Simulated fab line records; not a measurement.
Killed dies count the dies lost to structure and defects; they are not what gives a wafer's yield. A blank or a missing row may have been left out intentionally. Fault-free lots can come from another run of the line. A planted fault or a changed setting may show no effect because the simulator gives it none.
Comparing a struck lot with a sound one ; flow nand-harc ; 15 steps out of a route of 1302
Sound: wafers L838.4, L838.5, L838.6. Struck: wafer L840.1 (L840.2, L840.4, from the same lot, were not struck and are left out); the cause is given at the end.
Each step with rows lists, per side, the tool, then ch with its chambers, then its first start. Under that, the readings that differ: sound wafers ; struck wafers ; difference of the means ; sigmas: that difference in standard deviations of wafers without a fault.
alike: same words and numbers on both sides, and readings whose means sit less than 2 such deviations apart. not compared: any withheld reading, any reading some wafer has no value for, any bound like >300 that may hide the same value, and any number with overlapping values for which the record gives no deviation.
Wherever a step has rows on one side only, a row that says differs or no value, or a row with sigmas, the two part there. Numbers that don't overlap but have no deviation are shown without sigmas and don't part them. A reading missing from all wafers of one side parts the sides only when that side holds two or more wafers.

NHARC_A_BLC_INSPECT_12:
  sound: defect-inspect-01 at day 23 16:24; struck: defect-inspect-02 at day 24 20:15
reading;sound;struck;difference;sigmas
raw-defect-count;134 134 145;57;-81;-2
NHARC_A_BLC_DESCUM_15: chemistry O2, time 3 s.
  sound on rie-diel-10 ch 1,2,3, day 23 16:29; struck on rie-diel-10 ch 3, day 24 20:19
reading;sound;struck;difference;sigmas
rf-hours-counter-h (h);- - -;13;no value on the sound wafers;
  alike: drypump-motor-current-A, oes-product-au, rf-vpp-V, showerhead-plenum-p-Torr, throttle-valve-pct
NHARC_A_BLC_ETCH_16: etches the open film in CF4, target depth 39 nm, time 65 s.
  sound on rie-diel-10 ch 1,2,3, day 23 16:35; struck on rie-diel-10 ch 0, day 24 20:24
reading;sound;struck;difference;sigmas
rf-hours-counter-h (h);- - -;11;no value on the sound wafers;
  alike: drypump-motor-current-A, oes-product-au, rf-vpp-V, showerhead-plenum-p-Torr, throttle-valve-pct
then, 2 steps without rows for these wafers: NHARC_A_BLC_ETCH_17 (etches the open film in N2/H2, target depth 390 nm, time 609.38 s); NHARC_A_BLC_ETCH_18 (etches the open film in C4F8/O2/Ar, target depth 910 nm).
NHARC_A_BLC_CD_MEAS_19:
  sound: cd-sem-02 at day 23 17:40; struck: cd-sem-01 at day 24 21:17
  alike: cd-nm
NHARC_A_BLC_STRIP_29: strips in CF4.
  sound on rie-diel-06 ch 1,2,3, day 23 17:47; struck on rie-diel-10 ch 3, day 24 21:21
reading;sound;struck;difference;sigmas
rf-hours-counter-h (h);- - -;13;no value on the sound wafers;
  alike: drypump-motor-current-A, oes-product-au, rf-vpp-V, showerhead-plenum-p-Torr, throttle-valve-pct
then, 2 steps without rows for these wafers: NHARC_A_BLC_STRIP_21 (strips in O2); NHARC_A_BLC_STRIP_22 (strips in post etch residue remover, time 600 s).
NHARC_A_BLC_DEGAS_30: time 60 s.
  sound: pvd-sputter-01 at day 23 18:19; struck: pvd-sputter-02 at day 24 21:53
  alike: heater-power-w
then, 1 step without rows for these wafers: NHARC_A_BLC_PRE_CLEAN_31 (time 15 s).
NHARC_A_BLC_PVD_32: deposits Ti, target thk 5 nm, time 17.7 s.
  sound on pvd-sputter-01; struck on pvd-sputter-02
  alike: throttle-valve-pct
NHARC_A_BLC_ALD_23: deposits TiN, target thk 3 nm, pulse time 1 s, ald cycles 150.
  sound on ald-metal-01 ch 0,1,3, day 23 18:37; struck on ald-metal-04 ch 1, day 24 22:07
reading;sound;struck;difference;sigmas
ald-cycles;150 150 150;64;-86;
  alike: heater-power-w, precursor-pulse-height-rel
then, 1 step without rows for these wafers: NHARC_A_BLC_CVD_24 (deposits W, target thk 150 nm, time 434 s).
NHARC_END_SORT_01:
  the record has rows for the struck wafers here (prober-02 ch 0, day 26 15:18) and none for the sound ones

== WHERE THEY PART ==
At NHARC_A_BLC_INSPECT_12 first; at NHARC_END_SORT_01 last (within this record only).

WHY: what had been put in by the simulator
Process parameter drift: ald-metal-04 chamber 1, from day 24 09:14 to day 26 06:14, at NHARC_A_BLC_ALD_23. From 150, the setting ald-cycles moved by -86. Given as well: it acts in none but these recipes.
